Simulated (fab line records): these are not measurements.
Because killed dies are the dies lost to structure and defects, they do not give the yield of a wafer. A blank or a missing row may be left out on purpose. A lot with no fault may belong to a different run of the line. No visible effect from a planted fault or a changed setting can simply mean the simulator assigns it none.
Matching of chambers || flow n5-finfet || N5_PMOS_HMC_CHANNEL_EPI_DESCUM_14 on rie-diel-03: 4 sister chambers
The step chemistry O2, time 7.9 s. 16 wafers are shown with their chamber, then 8 later ones without.

== WAFERS PAIRED WITH THEIR CHAMBERS ==
{"wafer": "L077.1", "chamber": 0, "drypump-motor-current-A (A)": 5.9, "throttle-valve-pct (%)": 20.4, "showerhead-plenum-p-Torr (Torr)": 2.11}
{"wafer": "L077.2", "chamber": 3, "drypump-motor-current-A (A)": 5.6, "throttle-valve-pct (%)": 20.5, "showerhead-plenum-p-Torr (Torr)": 1.98}
{"wafer": "L077.4", "chamber": 2, "drypump-motor-current-A (A)": 5.0, "throttle-valve-pct (%)": 20.6, "showerhead-plenum-p-Torr (Torr)": 2.13}
{"wafer": "L080.2", "chamber": 1, "drypump-motor-current-A (A)": 6.0, "throttle-valve-pct (%)": 20.5, "showerhead-plenum-p-Torr (Torr)": 2.01}
{"wafer": "L080.3", "chamber": 2, "drypump-motor-current-A (A)": 5.0, "throttle-valve-pct (%)": 20.6, "showerhead-plenum-p-Torr (Torr)": 2.13}
{"wafer": "L080.4", "chamber": 0, "drypump-motor-current-A (A)": 5.9, "throttle-valve-pct (%)": 20.4, "showerhead-plenum-p-Torr (Torr)": 2.10}
{"wafer": "L086.1", "chamber": 2, "drypump-motor-current-A (A)": 5.0, "throttle-valve-pct (%)": 20.6, "showerhead-plenum-p-Torr (Torr)": 2.13}
{"wafer": "L086.2", "chamber": 0, "drypump-motor-current-A (A)": 5.9, "throttle-valve-pct (%)": 20.4, "showerhead-plenum-p-Torr (Torr)": 2.10}
{"wafer": "L086.5", "chamber": 2, "drypump-motor-current-A (A)": 5.0, "throttle-valve-pct (%)": 20.6, "showerhead-plenum-p-Torr (Torr)": 2.13}
{"wafer": "L088.1", "chamber": 0, "drypump-motor-current-A (A)": 5.9, "throttle-valve-pct (%)": 20.4, "showerhead-plenum-p-Torr (Torr)": 2.10}
{"wafer": "L088.5", "chamber": 3, "drypump-motor-current-A (A)": 5.7, "throttle-valve-pct (%)": 20.2, "showerhead-plenum-p-Torr (Torr)": 2.24}
{"wafer": "L088.6", "chamber": 0, "drypump-motor-current-A (A)": 5.9, "throttle-valve-pct (%)": 20.4, "showerhead-plenum-p-Torr (Torr)": 2.10}
{"wafer": "L091.4", "chamber": 1, "drypump-motor-current-A (A)": 6.0, "throttle-valve-pct (%)": 20.5, "showerhead-plenum-p-Torr (Torr)": 2.00}
{"wafer": "L091.5", "chamber": 1, "drypump-motor-current-A (A)": 6.0, "throttle-valve-pct (%)": 20.5, "showerhead-plenum-p-Torr (Torr)": 2.00}
{"wafer": "L091.6", "chamber": 2, "drypump-motor-current-A (A)": 5.0, "throttle-valve-pct (%)": 20.6, "showerhead-plenum-p-Torr (Torr)": 2.12}
{"wafer": "L092.1", "chamber": 0, "drypump-motor-current-A (A)": 5.9, "throttle-valve-pct (%)": 20.4, "showerhead-plenum-p-Torr (Torr)": 2.10}

SIGNATURES, as means of the wafers listed above
{"reading": "drypump-motor-current-A", "chamber 0": 5.900, "chamber 1": 6.000, "chamber 2": 5.000, "chamber 3": 5.650, "scatter within a chamber": 0.0204}
{"reading": "throttle-valve-pct", "chamber 0": 20.400, "chamber 1": 20.500, "chamber 2": 20.600, "chamber 3": 20.350, "scatter within a chamber": 0.0612}
{"reading": "showerhead-plenum-p-Torr", "chamber 0": 2.1017, "chamber 1": 2.0033, "chamber 2": 2.1280, "chamber 3": 2.1100, "scatter within a chamber": 0.0533}
Rule: for each reading, subtract the chamber's mean from the wafer's reading, divide by that reading's scatter and square the result; add these up over the readings and take the root, which gives the wafer's distance from the chamber. If the next closest chamber is less than 2 further off than the closest, the wafer can't be placed; otherwise it belongs to the closest. The scatter is the square root of a quotient: the sum, over the shown wafers, of each reading's squared deviation from its chamber's mean, divided by wafers minus chambers.

== WAFERS WITH NO CHAMBER GIVEN ==
{"wafer": "L092.2", "drypump-motor-current-A (A)": 5.6, "throttle-valve-pct (%)": 20.2, "showerhead-plenum-p-Torr (Torr)": 2.23}
{"wafer": "L092.4", "drypump-motor-current-A (A)": 6.0, "throttle-valve-pct (%)": 20.5, "showerhead-plenum-p-Torr (Torr)": 2.00}
{"wafer": "L095.2", "drypump-motor-current-A (A)": 5.9, "throttle-valve-pct (%)": 20.4, "showerhead-plenum-p-Torr (Torr)": 2.09}
{"wafer": "L095.4", "drypump-motor-current-A (A)": 5.6, "throttle-valve-pct (%)": 20.2, "showerhead-plenum-p-Torr (Torr)": 2.23}
{"wafer": "L095.5", "drypump-motor-current-A (A)": 5.0, "throttle-valve-pct (%)": 20.6, "showerhead-plenum-p-Torr (Torr)": 2.12}
{"wafer": "L097.1", "drypump-motor-current-A (A)": 5.1, "throttle-valve-pct (%)": 20.6, "showerhead-plenum-p-Torr (Torr)": 2.12}
{"wafer": "L097.4", "drypump-motor-current-A (A)": 6.0, "throttle-valve-pct (%)": 20.6, "showerhead-plenum-p-Torr (Torr)": 2.00}
{"wafer": "L097.6", "drypump-motor-current-A (A)": 5.6, "throttle-valve-pct (%)": 20.2, "showerhead-plenum-p-Torr (Torr)": 2.23}

== THE CHAMBER EACH PASSED THROUGH ==
{"wafer": "L092.2", "from the rows above": 3, "in truth": 3}
{"wafer": "L092.4", "from the rows above": 1, "in truth": 1}
{"wafer": "L095.2", "from the rows above": 0, "in truth": 0}
{"wafer": "L095.4", "from the rows above": 3, "in truth": 3}
{"wafer": "L095.5", "from the rows above": 2, "in truth": 2}
{"wafer": "L097.1", "from the rows above": 2, "in truth": 2}
{"wafer": "L097.4", "from the rows above": 1, "in truth": 1}
{"wafer": "L097.6", "from the rows above": 3, "in truth": 3}
Placed correctly: 8 of 8. Can't be placed from these rows: 0. 0 placed wrongly.
